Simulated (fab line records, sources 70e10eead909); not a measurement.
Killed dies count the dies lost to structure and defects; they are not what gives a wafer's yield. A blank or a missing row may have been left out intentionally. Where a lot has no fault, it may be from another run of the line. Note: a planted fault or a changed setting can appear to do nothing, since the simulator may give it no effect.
Chamber matching ; flow nand_harc ; NHARC_A_CONTACT_DESCUM_74 on rie_diel-12: 4 sister chambers
The step chemistry O2, time 3 s. 14 wafers are shown with their chamber, then 7 later ones without.

WAFERS PAIRED WITH THEIR CHAMBERS
wafer;chamber;showerhead_plenum_p_Torr (Torr);oes_product_au (a.u.);throttle_valve_pct (%)
L602.3;1;1.89;1.008;11.315
L602.4;0;1.84;0.995;11.303
L602.5;0;1.84;1.000;11.306
L603.1;2;1.79;1.018;11.325
L603.4;3;1.98;0.969;11.324
L603.5;3;1.98;0.991;11.309
L606.1;0;1.83;0.991;11.306
L606.4;2;1.79;1.020;11.310
L606.6;0;1.83;0.995;11.315
L609.1;0;1.83;0.990;11.303
L609.3;3;1.98;0.991;11.319
L609.5;2;1.78;1.018;11.329
L615.1;3;1.97;1.014;11.302
L615.3;1;1.88;0.995;11.308

SIGNATURES (means of the wafers above)
reading;chamber 0;chamber 1;chamber 2;chamber 3;scatter within a chamber
showerhead_plenum_p_Torr;1.8340;1.8850;1.7867;1.9775;0.00558
oes_product_au;0.99420;1.00150;1.01867;0.99125;0.0108
throttle_valve_pct;11.30660;11.31150;11.32133;11.31350;0.00784
Rule: distance of a wafer from a chamber = root of the sum over the readings of ((wafer's reading minus chamber's mean) / reading's scatter) squared. The wafer belongs to the nearest chamber; if the next one is less than 2 further off, it can't be placed. The scatter is the square root of a quotient: the sum, over the shown wafers, of each reading's squared deviation from its chamber's mean, divided by wafers minus chambers.

WAFERS WHOSE CHAMBER IS MISSING
wafer;showerhead_plenum_p_Torr (Torr);oes_product_au (a.u.);throttle_valve_pct (%)
L615.4;1.78;1.026;11.318
L618.3;1.97;0.994;11.306
L618.4;1.83;0.999;11.307
L618.5;1.83;0.996;11.316
L620.1;1.88;0.983;11.305
L620.2;1.78;1.013;11.308
L620.6;1.97;0.994;11.320

WHICH CHAMBER EACH ONE RAN IN
wafer;from the rows above;in truth
L615.4;2;2
L618.3;3;3
L618.4;0;0
L618.5;0;0
L620.1;1;1
L620.2;2;2
L620.6;3;3
Placed correctly: 7 of 7. Left unplaced by these rows: 0. 0 placed wrongly.
